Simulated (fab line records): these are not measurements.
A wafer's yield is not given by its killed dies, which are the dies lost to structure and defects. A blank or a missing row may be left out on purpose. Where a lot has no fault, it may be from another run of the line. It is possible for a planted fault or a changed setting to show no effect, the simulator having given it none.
Chamber matching || flow n5Finfet || N5_BEOL_M4_STRIP_66 on rieDiel-01 has 4 sister chambers
The step strips in CF4. 30 wafers are shown with their chamber, then 12 later ones without.

## WAFERS WITH THEIR CHAMBER
{"wafer": "L077.1", "chamber": 1, "throttleValvePct (%)": 13.47, "oesProductAu (a.u.)": 0.89, "showerheadPlenumPTorr (Torr)": 1.83}
{"wafer": "L077.4", "chamber": 3, "throttleValvePct (%)": 13.82, "oesProductAu (a.u.)": 0.72, "showerheadPlenumPTorr (Torr)": 1.78}
{"wafer": "L077.6", "chamber": 3, "throttleValvePct (%)": 13.84, "oesProductAu (a.u.)": 0.72, "showerheadPlenumPTorr (Torr)": 1.78}
{"wafer": "L076.1", "chamber": 2, "throttleValvePct (%)": 13.68, "oesProductAu (a.u.)": 0.79, "showerheadPlenumPTorr (Torr)": 1.81}
{"wafer": "L076.4", "chamber": 0, "throttleValvePct (%)": 13.51, "oesProductAu (a.u.)": 0.83, "showerheadPlenumPTorr (Torr)": 1.80}
{"wafer": "L076.6", "chamber": 1, "throttleValvePct (%)": 13.47, "oesProductAu (a.u.)": 0.90, "showerheadPlenumPTorr (Torr)": 1.83}
{"wafer": "L078.1", "chamber": 1, "throttleValvePct (%)": 13.45, "oesProductAu (a.u.)": 0.89, "showerheadPlenumPTorr (Torr)": 1.83}
{"wafer": "L078.2", "chamber": 3, "throttleValvePct (%)": 13.83, "oesProductAu (a.u.)": 0.73, "showerheadPlenumPTorr (Torr)": 1.78}
{"wafer": "L078.3", "chamber": 0, "throttleValvePct (%)": 13.51, "oesProductAu (a.u.)": 0.83, "showerheadPlenumPTorr (Torr)": 1.80}
{"wafer": "L078.4", "chamber": 2, "throttleValvePct (%)": 13.68, "oesProductAu (a.u.)": 0.79, "showerheadPlenumPTorr (Torr)": 1.81}
{"wafer": "L078.5", "chamber": 0, "throttleValvePct (%)": 13.53, "oesProductAu (a.u.)": 0.82, "showerheadPlenumPTorr (Torr)": 1.80}
{"wafer": "L078.6", "chamber": 3, "throttleValvePct (%)": 13.83, "oesProductAu (a.u.)": 0.72, "showerheadPlenumPTorr (Torr)": 1.78}
{"wafer": "L079.2", "chamber": 3, "throttleValvePct (%)": 13.83, "oesProductAu (a.u.)": 0.71, "showerheadPlenumPTorr (Torr)": 1.78}
{"wafer": "L079.3", "chamber": 1, "throttleValvePct (%)": 13.49, "oesProductAu (a.u.)": 0.88, "showerheadPlenumPTorr (Torr)": 1.83}
{"wafer": "L079.5", "chamber": 2, "throttleValvePct (%)": 13.69, "oesProductAu (a.u.)": 0.77, "showerheadPlenumPTorr (Torr)": 1.81}
{"wafer": "L082.1", "chamber": 3, "throttleValvePct (%)": 13.86, "oesProductAu (a.u.)": 0.71, "showerheadPlenumPTorr (Torr)": 1.78}
{"wafer": "L082.4", "chamber": 0, "throttleValvePct (%)": 13.55, "oesProductAu (a.u.)": 0.81, "showerheadPlenumPTorr (Torr)": 1.80}
{"wafer": "L082.5", "chamber": 2, "throttleValvePct (%)": 13.70, "oesProductAu (a.u.)": 0.78, "showerheadPlenumPTorr (Torr)": 1.81}
{"wafer": "L083.2", "chamber": 3, "throttleValvePct (%)": 13.86, "oesProductAu (a.u.)": 0.72, "showerheadPlenumPTorr (Torr)": 1.78}
{"wafer": "L083.4", "chamber": 1, "throttleValvePct (%)": 13.50, "oesProductAu (a.u.)": 0.87, "showerheadPlenumPTorr (Torr)": 1.83}
{"wafer": "L083.6", "chamber": 0, "throttleValvePct (%)": 13.54, "oesProductAu (a.u.)": 0.81, "showerheadPlenumPTorr (Torr)": 1.79}
{"wafer": "L087.2", "chamber": 1, "throttleValvePct (%)": 13.52, "oesProductAu (a.u.)": 0.86, "showerheadPlenumPTorr (Torr)": 1.82}
{"wafer": "L087.3", "chamber": 3, "throttleValvePct (%)": 13.89, "oesProductAu (a.u.)": 0.71, "showerheadPlenumPTorr (Torr)": 1.77}
{"wafer": "L087.6", "chamber": 2, "throttleValvePct (%)": 13.73, "oesProductAu (a.u.)": 0.77, "showerheadPlenumPTorr (Torr)": 1.80}
{"wafer": "L086.1", "chamber": 0, "throttleValvePct (%)": 13.58, "oesProductAu (a.u.)": 0.79, "showerheadPlenumPTorr (Torr)": 1.79}
{"wafer": "L086.3", "chamber": 2, "throttleValvePct (%)": 13.73, "oesProductAu (a.u.)": 0.77, "showerheadPlenumPTorr (Torr)": 1.80}
{"wafer": "L086.5", "chamber": 3, "throttleValvePct (%)": 13.89, "oesProductAu (a.u.)": 0.71, "showerheadPlenumPTorr (Torr)": 1.77}
{"wafer": "L089.1", "chamber": 3, "throttleValvePct (%)": 13.88, "oesProductAu (a.u.)": 0.70, "showerheadPlenumPTorr (Torr)": 1.77}
{"wafer": "L089.2", "chamber": 2, "throttleValvePct (%)": 13.74, "oesProductAu (a.u.)": 0.77, "showerheadPlenumPTorr (Torr)": 1.80}
{"wafer": "L089.3", "chamber": 1, "throttleValvePct (%)": 13.52, "oesProductAu (a.u.)": 0.85, "showerheadPlenumPTorr (Torr)": 1.82}

SIGNATURES (averages over the wafers above)
{"reading": "throttleValvePct", "chamber 0": 13.5367, "chamber 1": 13.4886, "chamber 2": 13.7071, "chamber 3": 13.8530, "scatter within a chamber": 0.0264}
{"reading": "oesProductAu", "chamber 0": 0.8150, "chamber 1": 0.8771, "chamber 2": 0.7771, "chamber 3": 0.7150, "scatter within a chamber": 0.0128}
{"reading": "showerheadPlenumPTorr", "chamber 0": 1.7967, "chamber 1": 1.8271, "chamber 2": 1.8057, "chamber 3": 1.7770, "scatter within a chamber": 0.00503}
Rule: a wafer's distance from a chamber is the root of the sum, over the readings, of the square of ((its reading less the chamber's mean) divided by the reading's scatter). If the next closest chamber is less than 2 further off than the closest, the wafer can't be placed; otherwise it belongs to the closest. The scatter: the root of (the sum of the squares of (reading less its chamber's mean) over the shown wafers, divided by (wafers less chambers)).

## WAFERS WITH NO CHAMBER GIVEN
{"wafer": "L089.4", "throttleValvePct (%)": 13.57, "oesProductAu (a.u.)": 0.80, "showerheadPlenumPTorr (Torr)": 1.79}
{"wafer": "L089.5", "throttleValvePct (%)": 13.73, "oesProductAu (a.u.)": 0.76, "showerheadPlenumPTorr (Torr)": 1.80}
{"wafer": "L089.6", "throttleValvePct (%)": 13.52, "oesProductAu (a.u.)": 0.86, "showerheadPlenumPTorr (Torr)": 1.82}
{"wafer": "L093.2", "throttleValvePct (%)": 13.59, "oesProductAu (a.u.)": 0.78, "showerheadPlenumPTorr (Torr)": 1.79}
{"wafer": "L093.3", "throttleValvePct (%)": 13.92, "oesProductAu (a.u.)": 0.70, "showerheadPlenumPTorr (Torr)": 1.77}
{"wafer": "L093.4", "throttleValvePct (%)": 13.76, "oesProductAu (a.u.)": 0.76, "showerheadPlenumPTorr (Torr)": 1.80}
{"wafer": "L096.1", "throttleValvePct (%)": 13.92, "oesProductAu (a.u.)": 0.69, "showerheadPlenumPTorr (Torr)": 1.77}
{"wafer": "L096.2", "throttleValvePct (%)": 13.78, "oesProductAu (a.u.)": 0.75, "showerheadPlenumPTorr (Torr)": 1.80}
{"wafer": "L096.5", "throttleValvePct (%)": 13.55, "oesProductAu (a.u.)": 0.83, "showerheadPlenumPTorr (Torr)": 1.82}
{"wafer": "L097.3", "throttleValvePct (%)": 13.59, "oesProductAu (a.u.)": 0.82, "showerheadPlenumPTorr (Torr)": 1.81}
{"wafer": "L097.4", "throttleValvePct (%)": 13.80, "oesProductAu (a.u.)": 0.74, "showerheadPlenumPTorr (Torr)": 1.79}
{"wafer": "L097.5", "throttleValvePct (%)": 13.93, "oesProductAu (a.u.)": 0.69, "showerheadPlenumPTorr (Torr)": 1.77}

## WHICH CHAMBER EACH WENT THROUGH
{"wafer": "L089.4", "from the rows above": 0, "in truth": 0}
{"wafer": "L089.5", "from the rows above": 2, "in truth": 2}
{"wafer": "L089.6", "from the rows above": 1, "in truth": 1}
{"wafer": "L093.2", "from the rows above": "can't be placed: 0 or 2", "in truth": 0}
{"wafer": "L093.3", "from the rows above": 3, "in truth": 3}
{"wafer": "L093.4", "from the rows above": 2, "in truth": 2}
{"wafer": "L096.1", "from the rows above": 3, "in truth": 3}
{"wafer": "L096.2", "from the rows above": 2, "in truth": 2}
{"wafer": "L096.5", "from the rows above": "can't be placed: 1 or 0", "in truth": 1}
{"wafer": "L097.3", "from the rows above": 0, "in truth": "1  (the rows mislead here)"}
{"wafer": "L097.4", "from the rows above": "can't be placed: 3 or 2", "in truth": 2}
{"wafer": "L097.5", "from the rows above": 3, "in truth": 3}
Correct placement for 8 of the 12. From these rows, 3 cannot be placed; in 3 the true chamber is one of the candidates. 1 placed wrongly.
